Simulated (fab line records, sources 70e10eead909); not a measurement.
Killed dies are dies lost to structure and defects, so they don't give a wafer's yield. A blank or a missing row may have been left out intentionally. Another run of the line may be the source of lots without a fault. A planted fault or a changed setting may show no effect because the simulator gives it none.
fab line records	flow nand_harc	part 1 of 2: steps 1 to 4 of 6
record lots=24	wafers=72	last_day=33
route steps=1302 shown A_CHANNEL_FILL_D1@508 A_DECK1_JOINT@539 A_CHANNEL_HOLE_D2@586 A_CHANNEL_FILL_D2@621
lots with no fault: from the same line, run without faults
start_h: start of the lot's first displayed wafer, in hours after the record's first day	wait_h: hours elapsed since this lot's preceding step	" as in the row above	L1.1+2: a single row standing in for several wafers	- no value, or no start given	* or withheld: withheld	< > ~ a bound
route shown NAME@n: names a module that has steps shown in the file, with the first one's number in the route	usual: average and standard deviation across the fault-free wafers	same: alike in all rows	chamber/n: place in a boat	sites: per-site readings	_std_site: the values' standard deviation	_edge_site: the outer-site mean with the inner-site mean subtracted	radius_mm: how far each site lies from the wafer's centre	mask NAME#n: copy n	behind: the most recent tool/chamber to have shaped the wafer	hold: reason for holding the lot/hours on hold/outcome of the hold	device: which transistor (n, p or np) failed to switch	end of line: tests of these same wafers at the route's end	a step without rows: its recipe alone	killed: count of dies lost to structure and defects at first sort (not the wafer's yield)	map: dies across one wafer; x = killed, . = not, _ = none there
set.NAME: the setting that was run; set.NAME@STEP: the one run at that earlier step	model.NAME: the simulator's own value behind a step, which no gauge read
route steps across a sampled set of lots; one table per step, one row per wafer
services: from which hour (start_h, from the record's first day; less than 0 if before it) a tool's chamber was out of use, for how many hours, and why
## steps
# step NHARC_A_CHANNEL_FILL_D1_ETCHBACK_08
# recipe target_depth_a=2200	time_s=110	c4f8_flow_sccm=20	ar_flow_sccm=withheld	rf_w=600	bias_w=300	chemistry=C4F8
# usual oes_product_au=0.96/0.038	rf_vpp_V=440.2/2.4
lot.wafer	tool	chamber	start_h	wait_h	oes_product_au	rf_hours_counter_h	rf_vpp_V
L074.2	rie_diel-09	1	-	-	0.99	2	437.4
L074.1	"	2	"	"	0.99	3	438.5
L074.5	"	1	"	"	0.99	-	439.8
L075.1	rie_diel-09	2	-	-	1.00	3	439.1
L075.2	"	1	"	"	0.99	2	439.1
L075.3	"	1	"	"	1.00	-	439.0
L076.4	rie_diel-12	2	-	-	0.93	7	443.2
L076.1	"	3	"	"	0.93	8	444.9
L076.5	"	1	"	"	0.93	-	442.4
L077.2	rie_diel-09	3	-	-	0.93	2	436.7
L077.6	"	3	"	"	0.92	-	436.8
L077.5	"	1	"	"	0.92	-	437.5
L078.3	rie_diel-08	0	-	-	0.93	5	443.7
L078.1	"	1	"	"	0.93	4	437.8
L078.5	"	2	"	"	0.92	-	440.9
L079.4	rie_diel-08	2	-	-	0.93	5	439.7
L079.2	"	0	"	"	0.92	6	441.3
L079.5	"	3	"	"	0.93	-	437.9
L080.4	rie_diel-09	1	-	-	1.00	6	437.7
L080.2	"	0	"	"	1.00	4	443.3
L080.5	"	1	"	"	1.00	-	439.3
L081.2	rie_diel-12	1	-	-	0.93	1	441.3
L081.3	"	3	"	"	0.93	1	445.0
L081.6	"	1	"	"	0.93	-	441.1
L082.3	rie_diel-12	2	-	-	0.94	2	442.7
L082.2	"	3	"	"	0.93	3	443.9
L082.4	"	1	"	"	0.93	2	442.2
L084.4	rie_diel-08	2	-	-	0.92	9	440.8
L084.3	"	1	"	"	0.92	9	437.1
L084.5	"	2	"	"	0.93	-	440.3
L083.4	rie_diel-08	0	-	-	0.93	11	442.0
L083.2	"	3	"	"	0.92	11	438.0
L083.6	"	0	"	"	0.92	-	441.5
L085.1	rie_diel-09	2	-	-	0.99	0	437.2
L085.5	"	3	"	"	1.00	-	436.5
L085.6	"	0	"	"	1.01	-	442.7
L086.1	rie_diel-08	3	-	-	1.00	12	439.7
L086.4	"	2	"	"	1.00	11	441.2
L086.5	"	0	"	"	0.99	-	442.2
L087.4	rie_diel-08	3	-	-	0.92	13	439.6
L087.1	"	0	"	"	0.92	14	440.9
L087.6	"	2	"	"	0.93	-	441.3
L089.1	rie_diel-12	2	-	-	1.01	5	441.5
L089.4	"	3	"	"	1.01	6	445.2
L089.6	"	0	"	"	1.00	-	442.7
L088.2	rie_diel-09	3	-	-	0.99	2	436.2
L088.4	"	1	"	"	0.99	2	439.8
L088.1	"	2	"	"	0.99	3	438.9
L090.1	rie_diel-08	1	-	-	1.00	0	436.9
L090.4	"	0	"	"	1.01	0	441.6
L090.5	"	2	"	"	1.00	-	442.2
L091.4	rie_diel-08	1	-	-	0.93	0	437.1
L091.1	"	3	"	"	0.93	1	440.2
L091.6	"	2	"	"	0.92	-	440.5
L092.4	rie_diel-08	3	-	-	0.93	1	440.4
L092.6	"	0	"	"	0.93	-	441.8
L092.5	"	1	"	"	0.92	-	436.1
L093.1	rie_diel-09	0	-	-	0.92	4	444.4
L093.5	"	2	"	"	0.91	-	437.8
L093.6	"	3	"	"	0.90	-	437.6
L094.1	rie_diel-08	3	-	-	0.93	3	439.7
L094.4	"	0	"	"	0.93	2	441.5
L094.5	"	0	"	"	0.93	-	441.6
L095.1	rie_diel-12	1	-	-	0.99	0	440.9
L095.4	"	2	"	"	1.00	0	442.4
L095.2	"	3	"	"	1.01	0	444.0
L097.2	rie_diel-08	2	-	-	0.99	6	441.6
L097.6	"	1	"	"	1.01	-	439.2
L097.5	"	2	"	"	1.00	-	440.8
L096.2	rie_diel-12	1	-	-	1.00	0	442.0
L096.4	"	3	"	"	1.01	0	442.7
L096.6	"	1	"	"	1.00	-	441.9
# step NHARC_A_DECK1_JOINT_CMP_02
# recipe material=SiOx
# usual motor_current_A=11.5/1	pad_life_wafers=202/110	retaining_ring_pressure_frac=1.000/0.0055
lot.wafer	tool	chamber	start_h	wait_h	motor_current_A	pad_life_wafers	retaining_ring_pressure_frac
L074.2	cmp-01	0	281.77	0.4	11.3	349	1.010
L074.1	"	2	"	"	11.4	351	1.000
L074.5	"	0	"	"	12.1	-	0.996
L075.3	cmp-01	3	281.92	0.5	12.6	355	1.003
L075.2	"	0	"	"	11.8	356	0.992
L075.1	"	1	"	"	11.7	357	0.984
L076.1	cmp-04	2	288.45	0.4	13.3	337	1.000
L076.4	"	0	"	"	10.5	339	0.992
L076.5	"	1	"	"	11.0	-	0.997
L077.2	cmp-01	3	288.50	0.4	12.7	9	1.007
L077.6	"	0	"	"	12.1	-	1.000
L077.5	"	1	"	"	11.4	-	0.993
L078.1	cmp-02	1	309.88	0.4	10.7	306	1.002
L078.3	"	0	"	"	13.4	309	0.995
L078.5	"	2	"	"	11.8	-	0.999
L079.4	cmp-02	0	315.49	0.4	12.9	326	1.000
L079.2	"	1	"	"	10.4	327	1.008
L079.5	"	2	"	"	11.3	-	0.997
L080.4	cmp-04	0	328.38	0.4	9.8	50	1.000
L080.2	"	1	"	"	10.6	51	0.999
L080.5	"	3	"	"	12.4	-	1.001
L081.2	cmp-02	1	347.03	0.4	10.2	62	0.999
L081.3	"	2	"	"	11.4	63	0.989
L081.6	"	3	"	"	10.6	-	1.001
L084.4	cmp-04	1	367.79	0.4	11.4	198	1.002
L084.3	"	3	"	"	12.3	200	1.002
L084.5	"	1	"	"	10.3	-	0.999
L082.4	cmp-01	1	367.79	0.4	11.3	282	1.001
L082.3	"	2	"	"	11.4	283	1.007
L082.2	"	3	"	"	12.3	284	0.998
L083.2	cmp-02	2	374.41	0.4	11.4	144	1.002
L083.4	"	3	"	"	10.6	145	0.998
L083.6	"	2	"	"	11.2	-	1.005
L085.1	cmp-02	2	381.44	0.4	11.2	168	1.009
L085.6	"	2	"	"	10.9	-	0.999
L085.5	"	3	"	"	9.9	-	1.003
L086.4	cmp-04	0	388.33	0.4	10.7	282	1.012
L086.1	"	1	"	"	10.7	283	0.994
L086.5	"	0	"	"	9.9	-	1.005
L087.4	cmp-01	0	404.47	0.4	12.3	56	0.993
L087.1	"	1	"	"	11.6	57	1.002
L087.6	"	2	"	"	11.0	-	1.002
L088.4	cmp-02	2	411.21	0.4	11.6	294	0.997
L088.1	"	0	"	"	12.5	296	0.997
L088.2	"	1	"	"	10.5	297	0.997
L089.1	cmp-01	0	411.23	0.4	11.9	85	1.008
L089.4	"	2	"	"	11.5	87	0.983
L089.6	"	0	"	"	11.5	-	1.010
L090.1	cmp-04	2	433.29	0.4	13.4	108	1.009
L090.4	"	3	"	"	11.9	109	0.994
L090.5	"	2	"	"	14.0	-	1.001
L091.4	cmp-01	2	445.63	0.4	11.1	224	1.003
L091.1	"	3	"	"	12.1	225	1.005
L091.6	"	0	"	"	11.3	-	1.005
L092.4	cmp-04	2	457.93	0.4	12.5	206	1.001
L092.5	"	0	"	"	10.1	-	0.996
L092.6	"	1	"	"	10.5	-	1.005
L093.1	cmp-02	0	457.96	0.4	13.1	111	1.005
L093.5	"	1	"	"	9.7	-	0.992
L093.6	"	2	"	"	11.4	-	0.996
L094.4	cmp-04	2	471.68	0.4	13.3	264	1.001
L094.1	"	1	"	"	10.6	267	1.001
L094.5	"	2	"	"	13.5	-	1.002
L095.1	cmp-01	3	494.64	0.4	12.1	43	0.999
L095.2	"	0	"	"	11.2	44	1.003
L095.4	"	1	"	"	11.7	45	1.007
L097.2	cmp-02	2	494.69	0.4	11.4	261	0.996
L097.6	"	3	"	"	10.3	-	0.995
L097.5	"	0	"	"	12.8	-	1.003
L096.2	cmp-02	0	505.61	0.4	13.6	307	0.997
L096.4	"	2	"	"	11.7	309	0.997
L096.6	"	3	"	"	10.3	-	1.005
# step NHARC_A_CHANNEL_HOLE_D2_ETCH_38
# recipe target_depth_a=390	over_etch_frac=0.3	time_s=65	ion_energy_ev=80	cf4_flow_sccm=150	ar_flow_sccm=0	rf_w=300	bias_w=100	chemistry=CF4
# usual drypump_motor_current_A=5.8/0.32	oes_product_au=1.001/0.0069	rf_vpp_V=150.9/1.2	showerhead_plenum_p_Torr=1.73/0.067	throttle_valve_pct=13.284/0.0087
lot.wafer	tool	chamber	start_h	wait_h	drypump_motor_current_A	oes_product_au	rf_hours_counter_h	rf_vpp_V	showerhead_plenum_p_Torr	throttle_valve_pct
L074.2	rie_diel-04	2	298.45	0.1	6.0	0.991	6.2	150.7	1.70	13.305
L074.1	"	3	"	"	6.1	0.998	6.6	150.5	1.71	13.273
L074.5	"	2	"	"	6.0	1.012	-	150.3	1.70	13.287
L075.1	rie_diel-02	1	298.61	0.1	5.6	0.991	5.1	152.1	1.83	13.265
L075.3	"	2	"	"	5.9	0.998	4.6	151.6	1.66	13.275
L075.2	"	3	"	"	5.1	0.992	4.9	151.8	1.85	13.278
L077.2	rie_diel-02	0	307.05	0.1	5.5	1.007	5.9	153.8	1.85	13.275
L077.6	"	1	"	"	5.6	0.996	-	151.8	1.82	13.282
L077.5	"	2	"	"	5.9	1.005	-	151.0	1.66	13.283
L076.4	rie_diel-04	1	309.04	0.1	6.3	1.010	7.4	149.5	1.66	13.286
L076.1	"	3	"	"	6.0	0.996	7.4	151.0	1.71	13.279
L076.5	"	1	"	"	6.2	1.009	-	149.6	1.66	13.296
L078.1	rie_diel-04	1	327.75	0.1	6.3	1.006	8.1	149.3	1.66	13.270
L078.3	"	2	"	"	6.0	0.997	7.8	150.4	1.70	13.284
L078.5	"	0	"	"	5.5	1.016	-	151.9	1.73	13.287
L079.2	rie_diel-04	3	334.36	0.1	6.1	1.004	8.8	151.0	1.71	13.292
L079.4	"	2	"	"	6.0	1.012	8.3	151.6	1.70	13.269
L079.5	"	3	"	"	6.1	1.002	-	151.4	1.71	13.281
L080.4	rie_diel-02	1	345.52	0.1	5.6	0.988	8.3	151.9	1.82	13.290
L080.2	"	2	"	"	5.9	0.992	7.7	149.2	1.66	13.285
L080.5	"	1	"	"	5.6	0.995	-	151.3	1.82	13.293
L081.2	rie_diel-04	1	366.08	0.1	6.3	0.997	0.1	149.9	1.66	13.292
L081.3	"	2	"	"	6.0	1.006	0.1	149.5	1.70	13.287
L081.6	"	0	"	"	5.6	1.004	-	151.4	1.72	13.287
L082.2	rie_diel-10	3	385.58	0.1	5.6	1.000	6.7	149.6	1.67	13.289
L082.3	"	1	"	"	5.9	1.001	4.2	151.0	1.71	13.296
L082.4	"	2	"	"	5.3	0.992	-	151.9	1.77	13.275
L084.4	rie_diel-02	1	387.37	0.1	5.6	0.993	10.8	150.8	1.82	13.295
L084.3	"	3	"	"	5.1	1.004	8.8	153.3	1.85	13.291
L084.5	"	0	"	"	5.5	0.998	-	151.8	1.84	13.289
L083.2	rie_diel-04	2	396.68	0.1	6.0	1.000	1.4	151.0	1.70	13.281
L083.4	"	1	"	"	6.3	0.980	-	149.8	1.66	13.296
L083.6	"	0	"	"	5.5	0.995	-	151.8	1.72	13.283
L085.1	rie_diel-04	3	400.43	0.1	6.1	1.001	0.6	149.9	1.71	13.285
L085.5	"	3	"	"	6.0	1.003	-	150.3	1.71	13.276
L085.6	"	0	"	"	5.6	1.003	-	152.6	1.72	13.274
L086.4	rie_diel-04	2	408.50	0.1	6.0	1.008	2.9	151.4	1.70	13.274
L086.1	"	0	"	"	5.6	1.009	2.6	151.4	1.72	13.278
L086.5	"	3	"	"	6.1	1.008	-	150.3	1.71	13.277
L087.1	rie_diel-04	1	425.28	0.1	6.3	1.000	3.5	149.6	1.66	13.293
L087.4	"	0	"	"	5.5	1.003	3.5	150.3	1.72	13.276
L087.6	"	2	"	"	6.0	0.997	-	151.3	1.70	13.274
L088.2	rie_diel-04	1	427.79	0.1	6.3	1.001	4.1	148.5	1.66	13.277
L088.4	"	2	"	"	6.0	1.004	4.4	151.7	1.70	13.289
L088.1	"	3	"	"	6.0	1.001	3.0	150.4	1.71	13.288
L089.1	rie_diel-02	2	428.32	0.1	5.9	0.997	2.1	150.8	1.66	13.296
L089.4	"	0	"	"	5.5	1.002	2.2	152.5	1.84	13.285
L089.6	"	2	"	"	5.9	0.992	-	149.1	1.66	13.275
L090.1	rie_diel-04	3	450.70	0.1	6.1	0.996	4.5	149.5	1.71	13.288
L090.4	"	0	"	"	5.5	1.009	5.5	149.9	1.72	13.297
L090.5	"	3	"	"	6.0	1.000	-	150.2	1.71	13.297
L091.4	rie_diel-02	3	462.40	0.1	5.1	0.995	3.5	152.5	1.84	13.281
L091.1	"	0	"	"	5.5	0.994	3.7	151.3	1.84	13.265
L091.6	"	3	"	"	5.1	0.986	-	151.2	1.84	13.295
L093.1	rie_diel-04	3	475.91	0.1	6.1	0.999	5.7	150.4	1.71	13.286
L093.6	"	1	"	"	6.2	0.991	-	150.3	1.66	13.261
L093.5	"	2	"	"	5.9	1.001	-	151.1	1.70	13.289
L092.4	rie_diel-10	3	476.07	0.1	5.6	1.000	2.5	151.4	1.67	13.301
L092.5	"	0	"	"	6.0	1.014	-	153.1	1.80	13.278
L092.6	"	1	"	"	5.9	1.004	-	151.5	1.71	13.268
L094.1	rie_diel-02	0	489.53	0.1	5.5	0.998	6.1	153.5	1.84	13.274
L094.4	"	2	"	"	5.9	1.000	6.4	150.5	1.66	13.292
L094.5	"	0	"	"	5.5	0.995	-	151.2	1.84	13.274
L095.1	rie_diel-10	0	511.66	0.1	6.0	1.005	4.3	153.6	1.80	13.290
L095.4	"	1	"	"	5.9	1.001	4.3	150.2	1.71	13.270
L095.2	"	2	"	"	5.4	0.993	4.1	151.1	1.76	13.300
L097.2	rie_diel-02	2	511.81	0.1	5.9	1.011	7.4	150.4	1.66	13.282
L097.5	"	2	"	"	5.9	1.006	-	149.1	1.66	13.263
L097.6	"	3	"	"	5.1	0.998	-	152.4	1.84	13.286
L096.4	rie_diel-04	1	524.63	0.1	6.3	1.001	9.2	149.7	1.66	13.290
L096.2	"	2	"	"	6.0	1.010	9.1	150.9	1.70	13.277
L096.6	"	2	"	"	6.0	1.003	-	150.4	1.70	13.290
# step NHARC_A_CHANNEL_HOLE_D2_ETCH_34
# recipe target_depth_a=1540	time_s=77	cf4_flow_sccm=100	chf3_flow_sccm=30	ar_flow_sccm=0	rf_w=500	bias_w=200	chemistry=CF4/CHF3
# usual chf3_flow_sccm=30.00/0.087	drypump_motor_current_A=5.8/0.31	oes_product_au=0.958/0.018	rf_vpp_V=369.6/2.2	showerhead_plenum_p_Torr=1.54/0.06	throttle_valve_pct=16.802/0.01
lot.wafer	tool	chamber	start_h	wait_h	chf3_flow_sccm	drypump_motor_current_A	oes_product_au	rf_hours_counter_h	rf_vpp_V	showerhead_plenum_p_Torr	throttle_valve_pct
L074.2	rie_diel-04	0	-	-	30.03	5.6	0.974	7.8	368.2	1.53	16.811
L074.1	"	3	"	"	30.05	6.0	0.949	6.7	369.8	1.52	16.789
L074.5	"	1	"	"	30.09	6.2	0.977	-	366.3	1.47	16.808
L075.1	rie_diel-02	0	-	-	29.96	5.5	0.932	5.6	372.2	1.64	16.805
L075.2	"	1	"	"	29.96	5.6	0.923	5.3	372.4	1.62	16.803
L075.3	"	2	"	"	29.93	5.9	0.924	4.8	368.2	1.48	16.815
L077.2	rie_diel-02	2	-	-	30.04	5.8	0.972	5.6	365.7	1.48	16.806
L077.6	"	1	"	"	29.90	5.6	0.956	-	371.9	1.62	16.786
L077.5	"	2	"	"	29.87	5.9	0.965	-	367.0	1.48	16.794
L076.1	rie_diel-04	1	-	-	30.11	6.3	0.931	7.5	367.3	1.48	16.824
L076.4	"	2	"	"	29.89	6.0	0.931	7.3	369.2	1.51	16.789
L076.5	"	1	"	"	30.05	6.2	0.925	-	366.8	1.47	16.799
L078.3	rie_diel-04	2	-	-	29.96	6.0	0.976	8.0	368.7	1.51	16.811
L078.1	"	3	"	"	29.97	6.0	0.979	8.5	370.2	1.52	16.794
L078.5	"	0	"	"	29.93	5.6	0.986	-	368.9	1.53	16.836
L079.4	rie_diel-04	1	-	-	29.98	6.3	0.933	9.0	368.2	1.47	16.802
L079.2	"	2	"	"	29.87	6.0	0.909	8.4	369.2	1.51	16.796
L079.5	"	0	"	"	29.97	5.5	0.924	-	369.7	1.53	16.802
L080.2	rie_diel-02	2	-	-	30.06	5.9	0.956	7.9	368.0	1.47	16.807
L080.4	"	3	"	"	30.14	5.1	0.973	7.2	373.9	1.64	16.799
L080.5	"	2	"	"	30.04	5.9	0.952	-	366.8	1.47	16.801
L081.3	rie_diel-04	3	-	-	30.01	6.1	0.965	0.2	369.0	1.52	16.802
L081.2	"	2	"	"	29.95	5.9	0.979	0.2	370.0	1.51	16.800
L081.6	"	0	"	"	29.93	5.6	0.957	-	369.7	1.53	16.798
L082.2	rie_diel-10	2	-	-	29.95	5.4	0.962	6.2	370.1	1.57	16.800
L082.3	"	3	"	"	29.98	5.6	0.955	6.9	368.0	1.49	16.804
L082.4	"	3	"	"	29.99	5.6	0.951	-	367.1	1.49	16.800
L084.4	rie_diel-02	3	-	-	30.02	5.1	0.920	9.0	371.7	1.64	16.807
L084.3	"	0	"	"	30.03	5.5	0.918	10.0	373.7	1.64	16.798
L084.5	"	3	"	"	29.93	5.1	0.914	-	373.4	1.64	16.789
L083.2	rie_diel-04	2	-	-	30.02	6.0	0.958	1.6	368.4	1.51	16.801
L083.4	"	1	"	"	30.06	6.2	0.954	-	367.3	1.47	16.802
L083.6	"	2	"	"	30.02	6.0	0.956	-	369.2	1.51	16.795
L085.1	rie_diel-04	3	-	-	30.00	6.0	0.936	0.9	368.4	1.52	16.821
L085.5	"	1	"	"	30.02	6.2	0.947	-	365.5	1.47	16.806
L085.6	"	2	"	"	29.86	5.9	0.987	-	369.5	1.51	16.804
L086.4	rie_diel-04	1	-	-	29.89	6.3	0.972	2.9	367.7	1.47	16.792
L086.1	"	0	"	"	30.16	5.5	0.980	2.7	369.4	1.53	16.810
L086.5	"	2	"	"	29.92	6.0	0.965	-	367.7	1.51	16.794
L087.1	rie_diel-04	3	-	-	29.93	6.0	0.968	2.7	367.8	1.52	16.805
L087.4	"	1	"	"	29.92	6.2	0.971	3.6	367.9	1.47	16.810
L087.6	"	3	"	"	29.92	6.0	0.965	-	369.4	1.52	16.815
L088.1	rie_diel-04	2	-	-	29.98	6.0	0.970	4.5	367.5	1.51	16.788
L088.4	"	3	"	"	30.02	6.0	0.979	3.2	369.0	1.52	16.798
L088.2	"	0	"	"	29.91	5.6	0.985	4.1	368.5	1.53	16.784
L089.4	rie_diel-02	1	-	-	29.90	5.6	0.957	2.3	372.5	1.62	16.806
L089.1	"	2	"	"	29.93	6.0	0.958	2.3	368.3	1.47	16.816
L089.6	"	0	"	"	30.04	5.5	0.939	-	372.9	1.64	16.805
L090.4	rie_diel-04	0	-	-	30.09	5.5	0.974	5.7	370.1	1.53	16.791
L090.1	"	1	"	"	29.90	6.3	0.975	5.7	367.1	1.47	16.795
L090.5	"	3	"	"	29.94	6.0	0.958	-	367.9	1.52	16.796
L091.4	rie_diel-02	1	-	-	30.07	5.6	0.951	4.5	373.7	1.62	16.815
L091.1	"	2	"	"	30.04	5.9	0.964	4.4	368.5	1.47	16.804
L091.6	"	1	"	"	30.05	5.6	0.951	-	371.5	1.62	16.808
L093.1	rie_diel-04	1	-	-	30.15	6.3	0.957	7.2	367.8	1.47	16.821
L093.6	"	3	"	"	30.06	6.0	0.965	-	367.7	1.52	16.797
L093.5	"	0	"	"	30.01	5.6	0.976	-	369.0	1.53	16.794
L092.4	rie_diel-10	1	-	-	30.06	5.9	0.956	2.5	367.4	1.52	16.798
L092.5	"	0	"	"	30.10	6.0	0.973	-	371.7	1.60	16.800
L092.6	"	1	"	"	30.08	5.9	0.967	-	369.5	1.52	16.807
L094.1	rie_diel-02	0	-	-	30.02	5.5	0.953	6.3	372.6	1.64	16.804
L094.4	"	1	"	"	29.98	5.6	0.976	7.0	373.8	1.62	16.813
L094.5	"	3	"	"	30.06	5.2	0.948	-	372.2	1.64	16.800
L095.2	rie_diel-10	2	-	-	29.81	5.3	0.962	4.2	371.6	1.57	16.787
L095.4	"	0	"	"	30.10	5.9	0.963	4.6	372.0	1.60	16.809
L095.1	"	1	"	"	29.92	5.9	0.953	4.5	369.2	1.52	16.792
L097.2	rie_diel-02	3	-	-	30.01	5.2	0.954	7.0	373.2	1.64	16.801
L097.5	"	0	"	"	30.00	5.5	0.968	-	373.0	1.64	16.811
L097.6	"	1	"	"	30.23	5.6	0.983	-	372.5	1.62	16.811
L096.2	rie_diel-04	2	-	-	29.99	6.0	0.964	9.3	367.6	1.51	16.816
L096.4	"	3	"	"	30.04	6.0	0.977	7.9	369.2	1.52	16.798
L096.6	"	3	"	"	29.97	6.1	0.988	-	369.3	1.52	16.838
